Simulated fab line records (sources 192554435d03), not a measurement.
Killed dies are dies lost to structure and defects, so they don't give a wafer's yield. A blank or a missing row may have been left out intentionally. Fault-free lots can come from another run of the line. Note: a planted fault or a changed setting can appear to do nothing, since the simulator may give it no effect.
Chamber matching :: flow n5Finfet :: N5_BEOL_M10_STRIP_19 on rieDiel-02: 4 sister chambers
The step strips in O2. 8 wafers are shown with their chamber, then 8 later ones without.

== WAFERS, EACH WITH ITS CHAMBER ==
wafer: L078.2
chamber: 3
drypumpMotorCurrentA (A): 6.8
throttleValvePct (%): 16.60

wafer: L081.2
chamber: 0
drypumpMotorCurrentA (A): 5.8
throttleValvePct (%): 16.74

wafer: L080.3
chamber: 2
drypumpMotorCurrentA (A): 5.9
throttleValvePct (%): 16.34

wafer: L080.5
chamber: 0
drypumpMotorCurrentA (A): 5.8
throttleValvePct (%): 16.75

wafer: L082.2
chamber: 2
drypumpMotorCurrentA (A): 5.9
throttleValvePct (%): 16.31

wafer: L082.3
chamber: 3
drypumpMotorCurrentA (A): 6.8
throttleValvePct (%): 16.62

wafer: L082.4
chamber: 1
drypumpMotorCurrentA (A): 6.4
throttleValvePct (%): 16.69

wafer: L083.1
chamber: 1
drypumpMotorCurrentA (A): 6.3
throttleValvePct (%): 16.68

== WAFERS WITHOUT THEIR CHAMBER ==
wafer: L083.5
drypumpMotorCurrentA (A): 5.8
throttleValvePct (%): 16.35

wafer: L083.6
drypumpMotorCurrentA (A): 6.3
throttleValvePct (%): 16.70

wafer: L089.1
drypumpMotorCurrentA (A): 5.8
throttleValvePct (%): 16.36

wafer: L089.4
drypumpMotorCurrentA (A): 5.8
throttleValvePct (%): 16.78

wafer: L089.6
drypumpMotorCurrentA (A): 5.8
throttleValvePct (%): 16.77

wafer: L097.2
drypumpMotorCurrentA (A): 6.3
throttleValvePct (%): 16.74

wafer: L097.3
drypumpMotorCurrentA (A): 5.8
throttleValvePct (%): 16.39

wafer: L097.6
drypumpMotorCurrentA (A): 6.8
throttleValvePct (%): 16.67

== WHICH CHAMBER EACH WENT THROUGH ==
wafer: L083.5
from the rows above: 2
in truth: 2

wafer: L083.6
from the rows above: 1
in truth: 1

wafer: L089.1
from the rows above: 2
in truth: 2

wafer: L089.4
from the rows above: 0
in truth: 0

wafer: L089.6
from the rows above: 0
in truth: 0

wafer: L097.2
from the rows above: 1
in truth: 1

wafer: L097.3
from the rows above: 2
in truth: 2

wafer: L097.6
from the rows above: 3
in truth: 3
8 of 8 placed correctly. From these rows, 0 cannot be placed. 0 placed wrongly.
How it was worked out, from the rows above alone: a wafer's distance from a chamber is the root of the sum, over the readings, of the square of ((its reading less the chamber's mean) divided by the reading's scatter). If the next closest chamber is less than 2 further off than the closest, the wafer can't be placed; otherwise it belongs to the closest. A chamber's mean is the mean of its shown wafers. The scatter: the root of (the sum of the squares of (reading less its chamber's mean) over the shown wafers, divided by (wafers less chambers)).
